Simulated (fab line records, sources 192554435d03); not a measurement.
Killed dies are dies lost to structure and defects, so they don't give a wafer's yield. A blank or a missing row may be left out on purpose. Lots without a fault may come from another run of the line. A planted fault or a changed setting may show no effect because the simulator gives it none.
Problem report in the 8D (eight disciplines) form, filled by code | flow n5_finfet | the parts of the form that need people (team, actions taken, sign-off) are left out

1. THE PROBLEM
bias_w at N5_BEOL_M15_ETCH_61 reads a mean of 141.7 W on 1 wafer of 1 lot; wafers without a fault read 150.0 W with a standard deviation of 0.43. That is -19 standard deviations from the usual mean.
The step: etches BARC in N2/H2, target depth 89 nm, overetch 26.7 nm, time 67.9 s.
First seen on wafer L764.1, day 16 18:11, on rie_diel-02. The record holds 33 wafers of 11 lots with a number at this step. Rule for "out", or "out of limits": more than 4 standard deviations from the usual mean. The other wafers with a number count as sound.

2. WHAT IT IS AND WHAT IT IS NOT
question                    | is                | is not
which readings at this step | bias_w, rf_vpp_V  | drypump_motor_current_A, oes_product_au, rf_fwd_power_W, showerhead_plenum_p_Torr, throttle_valve_pct
which lots                  | L764              | L744, L748, L750, L752, L753, L754, L755, L756, L758, L767
which wafers of those lots  | L764.1            | L764.4, L764.5
read on which tools         | rie_diel-02       | rie_diel-01, rie_diel-05
when                        | from day 16 18:11 | up to then (29 sound wafers); but 3 sound wafers of L767 came after

3. SUSPECTS, AND WHAT RULES EACH OUT
Counting: a tool at a process step up to the reading stays a suspect if it ran every lot that is out. Sound lots after the first of them don't rule it out here, since some wafers of a struck lot are sound.
- rie_diel-02 at N5_BEOL_M15_ETCH_61 (etches BARC in N2/H2, target depth 89 nm, overetch 26.7 nm, time 67.9 s): kept. It ran the lot that is out, L764 (day 16 18:11); its last sound lot up to then is L758 (day 15 12:25). Its own readings are out on those wafers: bias_w, rf_vpp_V.
- Within rie_diel-02 at N5_BEOL_M15_ETCH_61: the wafers that are out ran in chamber 0; their sound lot-mates ran in chamber 1.
Left after counting: rie_diel-02 at N5_BEOL_M15_ETCH_61.

4. THE CAUSE (what the simulator had put in)
Process parameter drift: rie_diel-02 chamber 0, from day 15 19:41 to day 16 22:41, at N5_BEOL_M15_ETCH_61. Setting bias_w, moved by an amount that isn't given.
Counting left only this tool.

5. THE CHAIN OF EFFECTS, in route order
Each row: a reading whose mean over the struck wafers that have a number lies more than 3 standard deviations from the usual. Only readings for which the record gives a usual standard deviation are gone through. hours: the time from each lot's start at the first step in this table that gives one to its start at this step, as a median over the lots. sigmas: the change in usual standard deviations.
hours | step                | reading  | usual   | on struck wafers | change | sigmas
0     | N5_BEOL_M15_ETCH_61 | bias_w   | 150.0 W | 141.7            | -8.3   | -19
0     | N5_BEOL_M15_ETCH_61 | rf_vpp_V | 524.1 V | 504.2            | -19.9  | -12
The process steps in it:
- N5_BEOL_M15_ETCH_61: etches BARC in N2/H2, target depth 89 nm, overetch 26.7 nm, time 67.9 s.

6. WHAT WOULD HAVE CAUGHT IT SOONER
In this record the first reading out of limits was taken at day 16 18:11, 22 hours after the fault began at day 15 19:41.
